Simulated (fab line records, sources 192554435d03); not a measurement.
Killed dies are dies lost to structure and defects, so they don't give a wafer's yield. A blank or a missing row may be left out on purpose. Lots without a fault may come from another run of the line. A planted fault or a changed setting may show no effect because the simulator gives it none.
Chamber matching | flow n5_finfet | N5_ZERO_LAYER_ETCH_17 on rie_diel-04: 4 sister chambers
The step etches SiO2 in CF4, target depth 12 nm, time 13.3 s. 4 wafers are shown with their chamber, then 7 later ones without.

WAFERS WITH THEIR CHAMBER
wafer  | chamber | showerhead_plenum_p_Torr (Torr)
L080.5 | 3       | 2.15
L084.2 | 1       | 2.09
L087.1 | 0       | 2.07
L087.2 | 2       | 2.04

WAFERS WITHOUT THEIR CHAMBER
wafer  | showerhead_plenum_p_Torr (Torr)
L087.5 | 2.04
L096.1 | 2.03
L096.4 | 2.14
L096.5 | 2.03
L097.2 | 2.06
L097.4 | 2.09
L097.5 | 2.09

WHICH CHAMBER EACH WENT THROUGH
wafer  | from the rows above     | in truth
L087.5 | 2                       | 2
L096.1 | 2                       | 2
L096.4 | 3                       | 3
L096.5 | 2                       | 2
L097.2 | can't be placed: 0 or 2 | 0
L097.4 | 1                       | 1
L097.5 | 1                       | 1
Placed correctly: 6 of 7. Can't be placed from these rows: 1 (the true chamber is among the candidates in 1). Placed wrongly: 0.
How it was worked out, from the rows above alone: a wafer's distance from a chamber is the root of the sum, over the readings, of the square of ((its reading less the chamber's mean) divided by the reading's scatter). The wafer belongs to the nearest chamber; if the next one is less than 2 further off, it can't be placed. A chamber's mean is the mean of its shown wafers. The scatter: with one shown wafer a chamber, the root of the mean of the squares of how far each hidden wafer lies from its nearest shown one.
